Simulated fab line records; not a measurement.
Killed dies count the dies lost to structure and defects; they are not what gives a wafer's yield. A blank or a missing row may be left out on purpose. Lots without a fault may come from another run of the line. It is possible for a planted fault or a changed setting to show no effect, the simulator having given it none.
fab line records -- flow n5Finfet -- part 1 of 2: steps 1 to 21 of 33
record lots=5, wafers=15, lastDay=16
route steps=1938 shown BEOL_M15@1830 PASS1_DEP@1831 MIM_BOT@1832 MIM_TOP@1834 MIM_TOP_LITHO@1839 MIM_TOP_ETCH@1851 MIM_BOT_LITHO@1854
lots that met no fault: from a run of the same line without faults
startH: hours from the record's opening day to when the first of the lot's shown wafers began -- waitH: how many hours have passed since the lot's step before this one -- " same as the row above -- L1.1+2: one row covering several wafers at once -- - no value, or no start given -- * or withheld: withheld -- < > ~ a bound
route shown NAME@n: a module of which the file shows steps, and the number in the route of the first -- usual: the fault-free wafers' mean and standard deviation -- same: alike in all rows -- chamber/n: place in a boat -- sites: readings site by site -- _std_site: the standard deviation of these -- _edge_site: inner sites' mean taken away from outer sites' mean -- radiusMm: for every site, how far away it sits from the centre of the wafer -- mask NAME#n: copy n -- behind: tool/chamber where the wafer was last shaped -- hold: cause of the lot's hold/its duration in hours/its outcome -- device: the transistor (n, p or np) that didn't switch -- end of line: at the end of the route, the tests of the same wafers -- a step with no rows: only its recipe -- killed: dies that structure and defects cost at the first sort, which is not the same as the wafer's yield -- map: shows each die of a wafer: x if killed, . if not, _ if none is there
set.NAME: the setting the step ran with; set.NAME@STEP: the setting that earlier step ran with -- model.NAME: the simulator's own value behind a step, which no gauge read
lots seen at some steps along the route; tables by step, rows by wafer
services: the hour from which a tool's chamber was out of use, counted from the record's first day as startH (under 0 if before that day), plus the number of hours and why
## steps
# step N5_BEOL_M15_RC_MEAS_101
# usual COMB_M10=1.4e-11/2.8e-12, COMB_M11=1.37e-11/2.9e-12, COMB_M12=5.7e-12/1.3e-12, COMB_M13=4.2e-12/8.2e-13, COMB_M14=2.9e-12/7.7e-13, COMB_M15=1.9e-12/6.3e-13, COMB_M5=3.6e-11/7.3e-12, COMB_M6=2.4e-11/5.4e-12, COMB_M7=2.5e-11/5.2e-12, COMB_M8=2.4e-11/4.9e-12, COMB_M9=1.38e-11/2.6e-12, SERP_M10=3.02/0.076, SERP_M11=3.04/0.08, SERP_M12=0.634/0.014, SERP_M13=0.308/0.0066, SERP_M14=0.1579/0.003, SERP_M5=38.8/1.6, SERP_M6=13.5/0.52, SERP_M7=13.4/0.56, SERP_M7_max_site=14.0/0.63, SERP_M8=13.5/0.46, SERP_M9=3.04/0.08
lot.wafer,tool,chamber,startH,waitH,COMB_M10[S/m],COMB_M11[S/m],COMB_M12[S/m],COMB_M13[S/m],COMB_M14[S/m],COMB_M15[S/m],COMB_M5[S/m],COMB_M6[S/m],COMB_M7[S/m],COMB_M8[S/m],COMB_M9[S/m],SERP_M10[ohm/um],SERP_M11[ohm/um],SERP_M12[ohm/um],SERP_M13[ohm/um],SERP_M14[ohm/um],SERP_M5[ohm/um],SERP_M6[ohm/um],SERP_M7[ohm/um],SERP_M7_max_site[ohm/um],SERP_M8[ohm/um],SERP_M9[ohm/um]
L074.1,prober-01,0,287.56,0.0,1.54e-11,1.47e-11,5.8e-12,4.5e-12,3.4e-12,3.1e-12,4.5e-11,2.2e-11,1.4e-11,1.6e-11,8.9e-12,2.95,3.15,0.654,0.306,0.1581,39.6,14.1,14.7,15.2,13.2,3.08
L074.2,prober-01,0,287.56,0.0,1.99e-11,1.09e-11,5.8e-12,3.5e-12,4.9e-12,2.4e-12,3e-11,2e-11,2.7e-11,1.7e-11,1.29e-11,3.05,3.10,0.655,0.316,0.1537,38.8,13.6,13.3,14.1,13.7,3.13
L074.6,prober-01,0,287.56,0.0,1.43e-11,1.58e-11,6.9e-12,4.4e-12,3.3e-12,3.3e-12,4.6e-11,2.1e-11,2e-11,1.7e-11,1.48e-11,3.06,3.06,0.645,0.300,0.1565,39.2,14.7,13.9,14.2,14.5,3.03
L079.1,prober-01,0,303.65,0.0,1.06e-11,1e-11,5e-12,6.1e-12,2.6e-12,3e-12,2.8e-11,2.1e-11,1.7e-11,2.1e-11,1.54e-11,3.16,2.97,0.615,0.327,0.1560,42.0,13.6,13.6,13.7,13.4,3.05
L079.5,prober-01,0,303.65,0.0,1.6e-11,1.75e-11,7e-12,4.8e-12,3.8e-12,2.6e-12,2.9e-11,2.3e-11,2.6e-11,1.8e-11,1.93e-11,2.97,3.18,0.628,0.321,0.1586,38.7,13.1,12.5,13.8,13.3,2.91
L079.6,prober-01,0,303.65,0.0,1.68e-11,8.8e-12,5.6e-12,3.8e-12,3.2e-12,2.6e-12,4.2e-11,1.7e-11,2.6e-11,2.1e-11,1.06e-11,3.14,3.06,0.627,0.303,0.1559,37.8,13.7,13.2,13.8,14.1,3.02
L081.1,prober-01,0,321.35,0.0,1.15e-11,1.18e-11,7.7e-12,4.2e-12,3.3e-12,2.2e-12,3.8e-11,2.9e-11,1.5e-11,2.3e-11,1.29e-11,2.96,2.96,0.639,0.295,0.1606,36.7,14.0,13.0,13.8,14.0,3.08
L081.3,prober-01,0,321.35,0.0,1.33e-11,1.11e-11,4e-12,3.6e-12,2.4e-12,2.4e-12,3.4e-11,2.1e-11,2.6e-11,2.4e-11,1.05e-11,3.12,3.08,0.641,0.314,0.1625,36.6,14.3,12.7,13.1,13.8,2.96
L081.4,prober-01,0,321.35,0.0,1.15e-11,1.49e-11,6.5e-12,3.7e-12,3.2e-12,1.7e-12,3.1e-11,2.7e-11,2.1e-11,2.8e-11,1.53e-11,3.00,3.13,0.665,0.308,0.1573,40.1,14.8,13.7,14.6,13.5,3.21
L086.2,prober-02,0,347.08,0.6,8.5e-12,1.01e-11,5.5e-12,4.7e-12,3.6e-12,1.3e-12,5e-11,2.3e-11,3.1e-11,2.3e-11,1.07e-11,2.97,3.02,0.627,0.301,0.1532,38.1,12.7,12.8,13.4,12.8,3.03
L086.3,prober-02,0,347.08,0.6,1.2e-11,1.56e-11,6.1e-12,3.3e-12,3.7e-12,1.1e-12,3.2e-11,2.6e-11,1.8e-11,2.9e-11,1.41e-11,2.91,2.96,0.636,0.312,0.1557,40.5,13.5,13.7,14.3,13.1,3.12
L086.5,prober-02,0,347.08,0.6,8.8e-12,1.98e-11,5.6e-12,4.5e-12,1.9e-12,2.2e-12,5e-11,2.3e-11,2.5e-11,2.5e-11,1.21e-11,2.95,3.03,0.646,0.305,0.1554,38.5,12.9,12.1,12.7,13.4,2.92
L092.2,prober-01,0,369.98,0.2,1.45e-11,1.63e-11,6.1e-12,3.2e-12,2.2e-12,2.4e-12,3.3e-11,1.7e-11,3.1e-11,2.2e-11,1.15e-11,3.17,3.06,0.630,0.308,0.1595,41.4,13.7,13.0,13.4,13.5,2.93
L092.3,prober-01,0,369.98,0.2,1.42e-11,1.67e-11,5.5e-12,5e-12,2.4e-12,2.4e-12,4.8e-11,1.7e-11,2.5e-11,2.9e-11,1.53e-11,3.03,3.05,0.624,0.319,0.1578,41.5,13.6,12.9,13.7,14.1,2.96
L092.6,prober-01,0,369.98,0.2,1.45e-11,1.35e-11,4.9e-12,4.3e-12,4e-12,1.6e-12,3.6e-11,2.1e-11,2.4e-11,2.7e-11,1.24e-11,3.07,3.14,0.622,0.315,0.1569,40.4,13.1,14.3,14.7,14.0,2.94
# step N5_PASSIVATION_PECVD_00
# recipe material=SiO2, targetThkA=2000, tempC=400, precursor=SiH4/N2O, pressureTorr=2.7, rfW=608, timeS=11.2
# usual chamberPressureTorr=2.700/0.0054, heaterPowerW=634/75, showerheadPlenumPTorr=8.20/0.075, showerheadVppV=1533/63, throttleValvePct=50.5/3
lot.wafer,tool,chamber,startH,waitH,chamberPressureTorr,heaterPowerW,showerheadPlenumPTorr,showerheadVppV,throttleValvePct
L074.1,pecvd-04,0,288.53,0.8,2.705,759,8.16,1538,53.5
L074.2,pecvd-04,2,288.53,0.8,2.693,596,8.21,1616,45.6
L074.6,pecvd-04,2,288.53,0.8,2.697,645,8.23,1629,45.6
L079.1,pecvd-02,2,304.62,0.8,2.694,583,8.13,1465,45.8
L079.5,pecvd-02,0,304.62,0.8,2.701,542,8.10,1612,50.5
L079.6,pecvd-02,1,304.62,0.8,2.701,620,8.27,1519,53.6
L081.1,pecvd-04,0,322.32,0.8,2.702,647,8.17,1539,53.7
L081.3,pecvd-04,2,322.32,0.8,2.713,535,8.21,1612,45.9
L081.4,pecvd-04,1,322.32,0.8,2.685,675,8.33,1508,50.9
L086.2,pecvd-03,0,347.89,0.7,2.700,603,8.24,1485,53.0
L086.3,pecvd-03,1,347.89,0.7,2.697,677,8.32,1587,52.5
L086.5,pecvd-03,2,347.89,0.7,2.705,744,8.13,1494,49.7
L092.2,pecvd-04,2,370.79,0.7,2.698,666,8.21,1597,46.2
L092.3,pecvd-04,1,370.79,0.7,2.695,755,8.32,1460,50.9
L092.6,pecvd-04,1,370.79,0.7,2.694,725,8.34,1481,51.0
# step N5_MIM_BOT_DEGAS_01
# recipe ambient=vacuum, tempC=300, timeS=60
# usual heaterPowerW=444/31
lot.wafer,tool,chamber,startH,waitH,heaterPowerW
L074.1,pvdSputter-03,-,289.36,0.8,463
L074.2,pvdSputter-03,-,289.36,0.8,404
L074.6,pvdSputter-03,-,289.36,0.8,460
L079.1,pvdSputter-03,-,305.70,1.1,409
L079.5,pvdSputter-03,-,305.70,1.1,464
L079.6,pvdSputter-03,-,305.70,1.1,434
L081.1,pvdSputter-02,-,324.92,2.6,417
L081.3,pvdSputter-02,-,324.92,2.6,402
L081.4,pvdSputter-02,-,324.92,2.6,429
L086.2,pvdSputter-03,-,348.67,0.8,439
L086.3,pvdSputter-03,-,348.67,0.8,411
L086.5,pvdSputter-03,-,348.67,0.8,469
L092.2,pvdSputter-03,-,371.42,0.6,408
L092.3,pvdSputter-03,-,371.42,0.6,443
L092.6,pvdSputter-03,-,371.42,0.6,467
# step N5_MIM_BOT_SPUTTER_00
# recipe material=TiN, targetThkA=350, tempC=200, powerW=3000, chamberPressurePa=0.49996, gas=Ar, reactivePartialPa=0.37997, timeS=89.7
# usual throttleValvePct=30.8/0.86
lot.wafer,tool,chamber,startH,waitH,throttleValvePct
L074.1,pvdSputter-03,-,289.40,0.0,31.8
L074.2,pvdSputter-03,-,289.40,0.0,30.4
L074.6,pvdSputter-03,-,289.40,0.0,31.5
L079.1,pvdSputter-03,-,305.74,0.0,30.1
L079.5,pvdSputter-03,-,305.74,0.0,31.6
L079.6,pvdSputter-03,-,305.74,0.0,30.8
L081.1,pvdSputter-02,-,324.96,0.0,29.5
L081.3,pvdSputter-02,-,324.96,0.0,30.6
L081.4,pvdSputter-02,-,324.96,0.0,32.5
L086.2,pvdSputter-03,-,348.71,0.0,30.6
L086.3,pvdSputter-03,-,348.71,0.0,30.4
L086.5,pvdSputter-03,-,348.71,0.0,31.7
L092.2,pvdSputter-03,-,371.46,0.0,30.0
L092.3,pvdSputter-03,-,371.46,0.0,30.5
L092.6,pvdSputter-03,-,371.46,0.0,32.1
# step N5_MIM_TOP_ALD_00
# recipe material=Al2O3, targetThkA=*, tempC=withheld, aldPrecursorFamily=TMA, aldCoReactant=O3, pulseTimeS=withheld, purgeTimeS=3, coReactantPurgeTimeS=withheld, coReactantPulseTimeS=3, aldCycles=withheld
# usual precursorPulseHeightRel=1.000/0.02
lot.wafer,tool,chamber,startH,waitH,precursorPulseHeightRel
L074.1,aldHk-01,1,289.50,0.1,1.022
L074.2,aldHk-01,2,289.50,0.1,1.008
L074.6,aldHk-01,1,289.50,0.1,0.980
L079.1,aldHk-03,1,305.84,0.1,0.981
L079.5,aldHk-03,0,305.84,0.1,0.985
L079.6,aldHk-03,1,305.84,0.1,0.980
L081.1,aldHk-03,3,325.08,0.1,1.002
L081.3,aldHk-03,2,325.08,0.1,0.980
L081.4,aldHk-03,0,325.08,0.1,0.988
L086.2,aldHk-03,1,348.81,0.1,1.013
L086.3,aldHk-03,0,348.81,0.1,0.974
L086.5,aldHk-03,0,348.81,0.1,1.014
L092.2,aldHk-03,0,371.57,0.1,0.993
L092.3,aldHk-03,2,371.57,0.1,0.997
L092.6,aldHk-03,3,371.57,0.1,1.001
# step N5_MIM_TOP_ALD_01
# recipe material=HfO2, targetThkA=56, tempC=withheld, aldPrecursorFamily=Hf-amide, aldCoReactant=O3, pulseTimeS=1, purgeTimeS=3, coReactantPurgeTimeS=2, coReactantPulseTimeS=3, aldCycles=62
# usual precursorPulseHeightRel=1.004/0.021
# same coReactantPulseTimeS=3
lot.wafer,tool,chamber,startH,waitH,precursorPulseHeightRel
L074.1,aldHk-01,1,-,-,1.029
L074.2,aldHk-01,2,-,-,0.995
L074.6,aldHk-01,1,-,-,0.977
L079.1,aldHk-03,1,-,-,1.028
L079.5,aldHk-03,0,-,-,1.015
L079.6,aldHk-03,1,-,-,1.035
L081.1,aldHk-03,3,-,-,1.018
L081.3,aldHk-03,2,-,-,1.003
L081.4,aldHk-03,0,-,-,0.970
L086.2,aldHk-03,1,-,-,1.025
L086.3,aldHk-03,0,-,-,0.966
L086.5,aldHk-03,0,-,-,0.990
L092.2,aldHk-03,0,-,-,0.998
L092.3,aldHk-03,2,-,-,0.971
L092.6,aldHk-03,3,-,-,1.022
# step N5_MIM_TOP_ALD_02
# recipe material=Al2O3, targetThkA=*, tempC=withheld, aldPrecursorFamily=TMA, aldCoReactant=O3, pulseTimeS=withheld, purgeTimeS=3, coReactantPurgeTimeS=withheld, coReactantPulseTimeS=3, aldCycles=withheld
# usual precursorPulseHeightRel=0.999/0.02
lot.wafer,tool,chamber,startH,waitH,precursorPulseHeightRel
L074.1,aldHk-01,1,-,-,0.992
L074.2,aldHk-01,2,-,-,0.988
L074.6,aldHk-01,1,-,-,0.997
L079.1,aldHk-03,1,-,-,1.001
L079.5,aldHk-03,0,-,-,1.001
L079.6,aldHk-03,1,-,-,1.004
L081.1,aldHk-03,3,-,-,1.022
L081.3,aldHk-03,2,-,-,1.022
L081.4,aldHk-03,0,-,-,1.001
L086.2,aldHk-03,1,-,-,0.989
L086.3,aldHk-03,0,-,-,0.999
L086.5,aldHk-03,0,-,-,0.990
L092.2,aldHk-03,0,-,-,0.979
L092.3,aldHk-03,2,-,-,0.992
L092.6,aldHk-03,3,-,-,1.006
# step N5_MIM_TOP_DEGAS_04
# recipe ambient=vacuum, tempC=300, timeS=60
# usual heaterPowerW=444/31
lot.wafer,tool,chamber,startH,waitH,heaterPowerW
L074.1,pvdSputter-01,-,292.55,-,483
L074.2,pvdSputter-01,-,292.55,-,420
L074.6,pvdSputter-01,-,292.55,-,476
L079.1,pvdSputter-03,-,306.60,-,435
L079.5,pvdSputter-03,-,306.60,-,474
L079.6,pvdSputter-03,-,306.60,-,440
L081.1,pvdSputter-03,-,326.31,-,462
L081.3,pvdSputter-03,-,326.31,-,478
L081.4,pvdSputter-03,-,326.31,-,440
L086.2,pvdSputter-02,-,354.25,-,393
L086.3,pvdSputter-02,-,354.25,-,414
L086.5,pvdSputter-02,-,354.25,-,393
L092.2,pvdSputter-03,-,373.80,-,471
L092.3,pvdSputter-03,-,373.80,-,444
L092.6,pvdSputter-03,-,373.80,-,444
# step N5_MIM_TOP_SPUTTER_03
# recipe material=TiN, targetThkA=350, tempC=200, powerW=3000, chamberPressurePa=0.49996, gas=Ar, reactivePartialPa=0.37997, timeS=89.7
# usual throttleValvePct=30.8/0.86
lot.wafer,tool,chamber,startH,waitH,throttleValvePct
L074.1,pvdSputter-01,-,292.59,0.0,30.1
L074.2,pvdSputter-01,-,292.59,0.0,30.8
L074.6,pvdSputter-01,-,292.59,0.0,30.3
L079.1,pvdSputter-03,-,306.64,0.0,30.4
L079.5,pvdSputter-03,-,306.64,0.0,31.5
L079.6,pvdSputter-03,-,306.64,0.0,30.8
L081.1,pvdSputter-03,-,326.35,0.0,31.8
L081.3,pvdSputter-03,-,326.35,0.0,31.7
L081.4,pvdSputter-03,-,326.35,0.0,30.4
L086.2,pvdSputter-02,-,354.29,0.0,30.8
L086.3,pvdSputter-02,-,354.29,0.0,32.3
L086.5,pvdSputter-02,-,354.29,0.0,30.6
L092.2,pvdSputter-03,-,373.84,0.0,31.4
L092.3,pvdSputter-03,-,373.84,0.0,30.8
L092.6,pvdSputter-03,-,373.84,0.0,30.4
# step N5_MIM_TOP_LITHO_HMDS_01
# recipe timeS=60, tempC=120
lot.wafer,tool,chamber,startH,waitH
L074.1+2+6,lithoTrack-04,0,292.70,0.1
L079.1+5+6,lithoTrack-01,0,306.74,0.1
L081.1+3+4,lithoTrack-01,0,326.46,0.1
L086.2+3+5,lithoTrack-04,0,354.40,0.1
L092.2+3+6,lithoTrack-02,0,373.95,0.1
# step N5_MIM_TOP_LITHO_COAT_02
# recipe spinRpm=*, resistThkNm=*
lot.wafer,tool,chamber,startH,waitH
L074.1+2+6,lithoTrack-04,0,-,-
L079.1+5+6,lithoTrack-01,0,-,-
L081.1+3+4,lithoTrack-01,0,-,-
L086.2+3+5,lithoTrack-04,0,-,-
L092.2+3+6,lithoTrack-02,0,-,-
# step N5_MIM_TOP_LITHO_EBR_04
# recipe solvent=PGMEA, ebrWidthMm=1.5
lot.wafer,tool,chamber,startH,waitH
L074.1+2+6,lithoTrack-04,0,-,-
L079.1+5+6,lithoTrack-01,0,-,-
L081.1+3+4,lithoTrack-01,0,-,-
L086.2+3+5,lithoTrack-04,0,-,-
L092.2+3+6,lithoTrack-02,0,-,-
# step N5_MIM_TOP_LITHO_SOFTBAKE_03
# recipe tempC=100, timeS=90
lot.wafer,tool,chamber,startH,waitH
L074.1+2+6,lithoTrack-04,0,-,-
L079.1+5+6,lithoTrack-01,0,-,-
L081.1+3+4,lithoTrack-01,0,-,-
L086.2+3+5,lithoTrack-04,0,-,-
L092.2+3+6,lithoTrack-02,0,-,-
# step N5_MIM_TOP_LITHO_EXPOSE_05
# recipe maskId=MIM_TOP, na=0.55, sourceShape=conventional, sigmaOuter=0.8, polarization=unpolarized, targetCdNm=2000, doseMj=20.5
# usual focusOffsetNm=-0.1/0.44
lot.wafer,tool,chamber,startH,waitH,mask,focusOffsetNm
L074.1,krfScanner-01,0,292.81,-,MIM_TOP#0,-0.6
L074.2,krfScanner-01,0,292.81,-,MIM_TOP#0,0.0
L074.6,krfScanner-01,0,292.81,-,MIM_TOP#0,-0.4
L079.1,krfScanner-02,0,306.85,-,MIM_TOP#0,0.3
L079.5,krfScanner-02,0,306.85,-,MIM_TOP#0,0.6
L079.6,krfScanner-02,0,306.85,-,MIM_TOP#0,-0.1
L081.1,krfScanner-02,0,326.69,-,MIM_TOP#0,0.1
L081.3,krfScanner-02,0,326.69,-,MIM_TOP#0,-0.8
L081.4,krfScanner-02,0,326.69,-,MIM_TOP#0,-0.3
L086.2,krfScanner-02,0,354.51,-,MIM_TOP#0,-0.3
L086.3,krfScanner-02,0,354.51,-,MIM_TOP#0,-0.7
L086.5,krfScanner-02,0,354.51,-,MIM_TOP#0,-0.2
L092.2,krfScanner-01,0,374.06,-,MIM_TOP#0,-0.2
L092.3,krfScanner-01,0,374.06,-,MIM_TOP#0,-0.3
L092.6,krfScanner-01,0,374.06,-,MIM_TOP#0,-0.4
# step N5_MIM_TOP_LITHO_PEB_06
# recipe pebTempC=withheld, pebTimeS=*
lot.wafer,tool,chamber,startH,waitH
L074.1+2+6,lithoTrack-01,0,292.87,0.1
L079.1+5+6,lithoTrack-04,0,306.91,0.1
L081.1+3+4,lithoTrack-01,0,326.75,0.1
L086.2+3+5,lithoTrack-01,0,354.56,0.0
L092.2+3+6,lithoTrack-01,0,374.12,0.0
# step N5_MIM_TOP_LITHO_DEVELOP_07
# recipe developTimeS=60, rinseLiquid=diw, dry=airSpin, devTempC=21
lot.wafer,tool,chamber,startH,waitH
L074.1+2+6,lithoTrack-01,0,-,-
L079.1+5+6,lithoTrack-04,0,-,-
L081.1+3+4,lithoTrack-01,0,-,-
L086.2+3+5,lithoTrack-01,0,-,-
L092.2+3+6,lithoTrack-01,0,-,-
# step N5_MIM_TOP_LITHO_HARDBAKE_09
# recipe tempC=130, timeS=120
lot.wafer,tool,chamber,startH,waitH
L074.1+2+6,lithoTrack-01,0,-,-
L079.1+5+6,lithoTrack-04,0,-,-
L081.1+3+4,lithoTrack-01,0,-,-
L086.2+3+5,lithoTrack-01,0,-,-
L092.2+3+6,lithoTrack-01,0,-,-
# step N5_MIM_TOP_LITHO_CD_MEAS_08
# recipe targetCdNm=2000, landingEnergyEv=500, detector=seInlens
# usual cdNm=2000.3/2
lot.wafer,tool,chamber,startH,waitH,cdNm
L074.1,cdSem-01,0,292.98,-,2000.3
L074.2,cdSem-01,0,292.98,-,1999.4
L074.6,cdSem-01,0,292.98,-,2002.1
L079.1,cdSem-01,0,307.03,-,1997.7
L079.5,cdSem-01,0,307.03,-,2001.3
L079.6,cdSem-01,0,307.03,-,2002.0
L081.1,cdSem-03,0,326.87,-,2000.1
L081.3,cdSem-03,0,326.87,-,1997.3
L081.4,cdSem-03,0,326.87,-,1998.6
L086.2,cdSem-03,0,354.68,-,2001.0
L086.3,cdSem-03,0,354.68,-,2000.3
L086.5,cdSem-03,0,354.68,-,1995.9
L092.2,cdSem-01,0,374.24,-,2000.9
L092.3,cdSem-01,0,374.24,-,2002.5
L092.6,cdSem-01,0,374.24,-,2003.1
# step N5_MIM_TOP_LITHO_OVL_MEAS_11
# recipe pointsPerWafer=44
# usual MIM_TOP_OVL=-8/5.7
# same pointsPerWafer=44
lot.wafer,tool,chamber,startH,waitH,MIM_TOP_OVL[nm]
L074.1,overlay-02,0,293.01,0.0,-9
L074.2,overlay-02,0,293.01,0.0,-14
L074.6,overlay-02,0,293.01,0.0,-9
L079.1,overlay-02,0,307.06,0.0,-2
L079.5,overlay-02,0,307.06,0.0,-6
L079.6,overlay-02,0,307.06,0.0,1
L081.1,overlay-01,0,326.90,0.0,-8
L081.3,overlay-01,0,326.90,0.0,-6
L081.4,overlay-01,0,326.90,0.0,-1
L086.2,overlay-01,0,354.71,0.0,-15
L086.3,overlay-01,0,354.71,0.0,-16
L086.5,overlay-01,0,354.71,0.0,-12
L092.2,overlay-01,0,374.27,0.0,-17
L092.3,overlay-01,0,374.27,0.0,-14
L092.6,overlay-01,0,374.27,0.0,-22
# step N5_MIM_TOP_LITHO_INSPECT_12
# recipe mode=adi, inspectInstrument=macro
# usual rawDefectCount=2.1/1.5
lot.wafer,tool,chamber,startH,waitH,rawDefectCount
L074.1,defectInspect-01,-,293.04,0.0,6
L074.2,defectInspect-01,-,293.04,0.0,3
L074.6,defectInspect-01,-,293.04,0.0,3
L079.1,defectInspect-02,-,307.08,0.0,1
L079.5,defectInspect-02,-,307.08,0.0,0
L079.6,defectInspect-02,-,307.08,0.0,4
L081.1,defectInspect-02,-,326.92,0.0,2
L081.3,defectInspect-02,-,326.92,0.0,0
L081.4,defectInspect-02,-,326.92,0.0,1
L086.2,defectInspect-01,-,354.74,0.0,5
L086.3,defectInspect-01,-,354.74,0.0,1
L086.5,defectInspect-01,-,354.74,0.0,1
L092.2,defectInspect-01,-,374.29,0.0,1
L092.3,defectInspect-01,-,374.29,0.0,4
L092.6,defectInspect-01,-,374.29,0.0,4
# step N5_MIM_TOP_LITHO_DESCUM_10
# recipe chemistry=O2, timeS=7.9, sourcePowerW=50, biasPowerW=20, pressureMtorr=20, rfFrequencyHz=2.712e+07, tempC=40, o2FlowSccm=225
# usual drypumpMotorCurrentA=5.6/0.41, oesProductAu=0.82/0.065, rfVppV=243.4/1.4, showerheadPlenumPTorr=2.11/0.065, throttleValvePct=20.46/0.19
lot.wafer,tool,chamber,startH,waitH,drypumpMotorCurrentA,oesProductAu,rfHoursCounterH,rfVppV,showerheadPlenumPTorr,throttleValvePct
L074.1,rieDiel-05,2,293.07,0.0,5.8,0.81,85,242.6,2.04,20.66
L074.2,rieDiel-05,0,293.07,0.0,5.7,0.75,135,244.0,2.10,20.17
L074.6,rieDiel-05,2,293.07,0.0,5.8,0.81,-,241.5,2.04,20.67
L079.1,rieDiel-05,0,307.12,0.0,5.7,0.75,140,244.1,2.10,20.17
L079.5,rieDiel-05,2,307.12,0.0,5.8,0.82,-,240.6,2.03,20.67
L079.6,rieDiel-05,1,307.12,0.0,5.9,0.84,-,241.0,2.02,20.53
L081.1,rieDiel-01,0,326.95,0.0,5.4,0.79,118,242.2,2.13,20.51
L081.3,rieDiel-01,2,326.95,0.0,4.9,0.83,84,244.5,2.14,20.42
L081.4,rieDiel-01,3,326.95,0.0,5.6,0.93,14,243.9,2.15,20.44
L086.2,rieDiel-06,3,354.83,0.1,5.1,0.85,54,243.6,2.14,20.52
L086.3,rieDiel-06,0,354.83,0.1,5.3,0.70,221,243.5,2.07,20.73
L086.5,rieDiel-06,2,354.83,0.1,5.3,0.79,-,242.9,2.19,20.35
L092.2,rieDiel-06,0,374.47,0.2,5.3,0.70,228,240.6,2.07,20.72
L092.3,rieDiel-06,1,374.47,0.2,6.1,0.92,22,245.9,2.21,20.13
L092.6,rieDiel-06,2,374.47,0.2,5.3,0.78,-,244.3,2.19,20.37
